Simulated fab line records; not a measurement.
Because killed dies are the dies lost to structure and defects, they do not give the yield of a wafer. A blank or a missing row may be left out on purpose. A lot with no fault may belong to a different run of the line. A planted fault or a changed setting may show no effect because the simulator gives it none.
3 desks, one fault ; flow n5_finfet ; only its own numbers are on each desk; what lay behind them is given at the end

## THE METROLOGY DESK
What the gauges read, lot by lot, whatever tool the lot ran on: means of the sampled wafers that have a number. Marked OUT: a lot whose mean sits more than 4 standard deviations from the usual mean, which makes it out of limits; the brackets give that distance.
Columns: A = cd_nm at N5_MIM_TOP_LITHO_CD_MEAS_08, usual 2000.4 nm; B = MIM_TOP_OVL at N5_MIM_TOP_LITHO_OVL_MEAS_11, usual -1 nm
lot;first seen here;A;B
L131;day 12 09:45;2000.1;-1
L136;day 13 19:25;1999.5;-6
L140;day 15 06:10;1999.4;-8
L143;day 15 19:21;2001.8;1
L146;day 16 09:15;2002.2;3
L149;day 17 10:58;2001.0;-2
This desk's verdict: no lot among the 6 shows anything out of limits.

## THE DEFECT DESK
Lot by lot, what the route's inspections counted, given as the mean of those sampled wafers with a number. Marked OUT: a lot whose mean sits more than 4 standard deviations from the usual mean, which makes it out of limits; the brackets give that distance.
Columns: A = raw_defect_count at N5_MIM_TOP_LITHO_INSPECT_12, usual 2.1
lot;first seen here;A
L131;day 12 09:49;1.7
L136;day 13 19:28;2.0
L140;day 15 06:13;1.0
L143;day 15 19:24;0.7
L146;day 16 09:19;1.7
L149;day 17 11:01;2.0
This desk's verdict: no lot among the 6 shows anything out of limits.

## FOR THE TOOL OWNER'S DESK: rie_metal-02
The tool's own readings at N5_MIM_TOP_ETCH_ETCH_00 (etches TiN in Cl2/BCl3, target depth 38.5 nm): means of the sampled wafers that have a number, for each lot that ran on this tool. Marked OUT: a lot whose mean sits more than 4 standard deviations from the usual mean, which makes it out of limits; the brackets give that distance.
Columns: A = bcl3_flow_sccm at N5_MIM_TOP_ETCH_ETCH_00, usual 21.75 sccm; B = bias_w at N5_MIM_TOP_ETCH_ETCH_00, usual 126.0 W; C = drypump_motor_current_A at N5_MIM_TOP_ETCH_ETCH_00, usual 5.9 A; D = oes_product_au at N5_MIM_TOP_ETCH_ETCH_00, usual 0.84 a.u.; E = throttle_valve_pct at N5_MIM_TOP_ETCH_ETCH_00, usual 22.6 %
lot;first seen here;A;B;C;D;E
L131;day 12 09:56;21.66;126.1;5.4;0.78;22.4
L140;day 15 06:43;21.74;134.8 (+23) OUT;5.5;0.83;22.3
L143;day 15 19:34;21.71;130.1 (+11) OUT;5.6;0.89;22.2
This desk finds L140, L143 out of limits, L140 being first, at day 15 06:43 (bias_w at N5_MIM_TOP_ETCH_ETCH_00). Within limits: L131.

## PUT TOGETHER
The tool owner's desk could have raised an alarm at day 15 06:43, on L140, L143.
The metrology desk saw nothing out of limits.
Nothing the defect desk looked at was out of limits.
The metrology desk holds a record of L140, L143, inside its limits.
The defect desk has L140, L143 on record, within its limits.
The lots listed all ran N5_MIM_TOP_ETCH_ETCH_00 on rie_metal-02.

## WHAT HAD BEEN PUT IN BY THE SIMULATOR
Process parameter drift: rie_metal-02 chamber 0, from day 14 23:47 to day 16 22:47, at N5_MIM_TOP_ETCH_ETCH_00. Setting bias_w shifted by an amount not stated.
Struck lots among those shown: L140, L143.
Each desk's first reading out of limits, in hours after the fault started: the tool owner's desk, 7.
